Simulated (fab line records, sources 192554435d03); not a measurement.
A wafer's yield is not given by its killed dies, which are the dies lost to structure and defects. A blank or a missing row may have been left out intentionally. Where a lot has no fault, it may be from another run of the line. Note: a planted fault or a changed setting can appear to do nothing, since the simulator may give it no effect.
Matching of chambers    flow n5_finfet    N5_BEOL_M8_CURE_74 on uv_cure-02 has 3 sister chambers
The step cures SiCOH lowk, time 240 s. 6 wafers are shown with their chamber, then 11 later ones without.

## EACH WAFER AND ITS CHAMBER
wafer   chamber  wafer_temp_C_max  lamp_power_pct (%)
L081.5  0        388.9             52.25
L081.6  0        388.0             52.23
L084.6  2        385.9             52.36
L089.5  1        387.1             52.28
L089.6  1        386.7             52.24
L088.1  2        386.3             52.32

## WAFERS MISSING THEIR CHAMBER
wafer   wafer_temp_C_max  lamp_power_pct (%)
L088.4  386.5             52.32
L088.5  386.8             52.24
L092.1  386.6             52.30
L092.2  386.1             52.34
L092.3  386.3             52.30
L091.1  386.2             52.25
L091.2  386.1             52.30
L091.4  386.3             52.35
L096.3  387.6             52.26
L096.5  387.7             52.31
L096.6  387.7             52.34

## WHICH CHAMBER EACH WENT THROUGH
wafer    from the rows above            in truth
L088.4   can't be placed: 2 or 1        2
L088.5   1                              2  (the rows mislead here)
L092.1   can't be placed: 1 or 2        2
L092.2   2                              2
L092.3   can't be placed: 2 or 1        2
L091.1   1                              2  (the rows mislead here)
L091.2   can't be placed: 2 or 1        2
L091.4   2                              2
L096.3   can't be placed: 1 or 0        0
L096.5   can't be placed: 1 or 0 or 2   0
L096.6   can't be placed: 2 or 1 or 0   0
Correctly placed: 2 of 11. Cannot be placed on the basis of these rows: 7; the candidates contain the true chamber in 7. 2 placed wrongly.
How it was worked out, from the rows above alone: a wafer's distance from a chamber is the root of the sum, over the readings, of the square of ((its reading less the chamber's mean) divided by the reading's scatter). If the next closest chamber is less than 2 further off than the closest, the wafer can't be placed; otherwise it belongs to the closest. The mean given for a chamber averages the wafers shown for that chamber. The scatter: take each reading less its chamber's mean, square it, sum over the shown wafers, divide by the number of wafers less the number of chambers, and take the root.
